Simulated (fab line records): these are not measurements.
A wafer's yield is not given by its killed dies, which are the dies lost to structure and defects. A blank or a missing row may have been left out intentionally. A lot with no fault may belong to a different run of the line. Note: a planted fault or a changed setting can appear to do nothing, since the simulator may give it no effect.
Lot-split experiment -- flow n5Finfet -- 7 lots, 21 wafers read, on a route of 1938 steps

== ABOUT THE SPLIT ==
At N5_BEOL_M13_ETCH_59 (etches BARC in N2/H2, target depth 89 nm, overetch 26.7 nm, time 67.9 s), the setting timeS was moved away from the recipe's 67.9 s on 6 of the 21 wafers read, by -21.4% to +21.1%. This setting was run at the recipe's value on the other wafers.

Split to reading: the file shows no intervening step.

== THE READING ==
coat_of_BEOL_M13_COAT_04.thkNm (the simulator's own value, which no gauge read), in nm, at N5_BEOL_M13_VIA_ETCH_16 (etches SiOC in C4F8/O2/Ar, target depth 921.7 nm). The file gives no usual value for it. Across the 15 wafers here that went through the recipe, the average is 70.5 nm and the standard deviation 4 nm.

wafer,"tool, chamber at the split","timeS as run, s",against the recipe,"coat_of_BEOL_M13_COAT_04.thkNm, nm",against lot-mates on the recipe
L075.1,"rieDiel-02, 0",67.9,recipe,68.6,-
L075.4,"rieDiel-02, 1",67.9,recipe,67,-
L075.5,"rieDiel-02, 2",67.9,recipe,64.4,-
L079.4,"rieDiel-02, 1",53.34,-21.4%,80,+10.0
L079.5,"rieDiel-02, 0",67.9,recipe,70,-
L079.6,"rieDiel-02, 1",53.34,-21.4%,85.6,+15.6
L085.2,"rieDiel-03, 0",67.9,recipe,75.4,-
L085.3,"rieDiel-03, 2",72.68,+7.0%,70.8,-2.4
L085.6,"rieDiel-03, 0",67.9,recipe,71,-
L092.2,"rieDiel-06, 0",67.9,recipe,76,-
L092.3,"rieDiel-06, 2",82.21,+21.1%,62.8,-13.9
L092.4,"rieDiel-06, 3",67.9,recipe,77.4,-
L093.4,"rieDiel-02, 2",67.9,recipe,68,-
L093.5,"rieDiel-02, 1",75.44,+11.1%,63.6,-4.4
L093.6,"rieDiel-02, 0",75.44,+11.1%,63.4,-4.6
L095.1,"rieDiel-06, 2",67.9,recipe,77,-
L095.4,"rieDiel-06, 0",67.9,recipe,70.6,-
L095.5,"rieDiel-06, 0",67.9,recipe,68.4,-
L097.2,"rieDiel-06, 3",67.9,recipe,68.6,-
L097.3,"rieDiel-06, 2",67.9,recipe,69.6,-
L097.5,"rieDiel-06, 2",67.9,recipe,65,-

FIT RESULTS
A straight line over all 21 wafers: coat_of_BEOL_M13_COAT_04.thkNm changes by -0.509 nm for each +1% of timeS; r = -0.77; the points scatter about the line by 3.9 nm.
The same after taking each lot's own level away (the mean of its wafers on the recipe; 21 wafers): -0.579 nm for each +1%; r = -0.92; scatter 2.3 nm.
According to that fit, moving timeS by its largest amount changes the reading by 12 nm.
Across the lots, their own levels run from 66.67 to 76.70 nm, a range of 2.5 times the standard deviation given above.
So the lot-to-lot level blurs the effect unless lot-mates are compared.
Check: with one of the wafers moved furthest among these (-21.4%) left out of the fit, the line predicts +13.9 nm for it against its lot-mates. Against them it came out at +10 nm.

== THE OTHER SPLITS THESE WAFERS WENT THROUGH ==
Other splits were also applied to these wafers ahead of the reading. Each is held against what the fit with the lots' levels taken away leaves over:
other split on the same wafers,wafers away from the commonest value,r with coat_of_BEOL_M13_COAT_04.thkNm (lot level and that fit taken away)
N5_BEOL_M12_SPUTTER_43 timeS,7,+0.05

== THE WHOLE CHAIN: every reading that the file lists as answering this split, in the file's order ==
step,what it does,reading,change (the file's fit),r (the file's)
N5_BEOL_M13_ETCH_59,"etches BARC in N2/H2, target depth 89 nm, overetch 26.7 nm, time 67.9 s","coat_of_BEOL_M13_COAT_04.thkNm (the simulator's own value, which no gauge read)",-0.645 nm for each +1% of the setting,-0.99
N5_BEOL_M13_VIA_ETCH_16,"etches SiOC in C4F8/O2/Ar, target depth 921.7 nm","coat_of_BEOL_M13_COAT_04.thkNm (the simulator's own value, which no gauge read)",-0.589 nm for each +1% of the setting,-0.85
N5_BEOL_M13_STRIP_63,strips in N2/H2,stripTimeToEndpointS,withheld for each +1% of the setting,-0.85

== FILE'S OWN FIT ==
coat_of_BEOL_M13_COAT_04.thkNm changes by -0.589 nm for each +1% of timeS, r = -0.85.
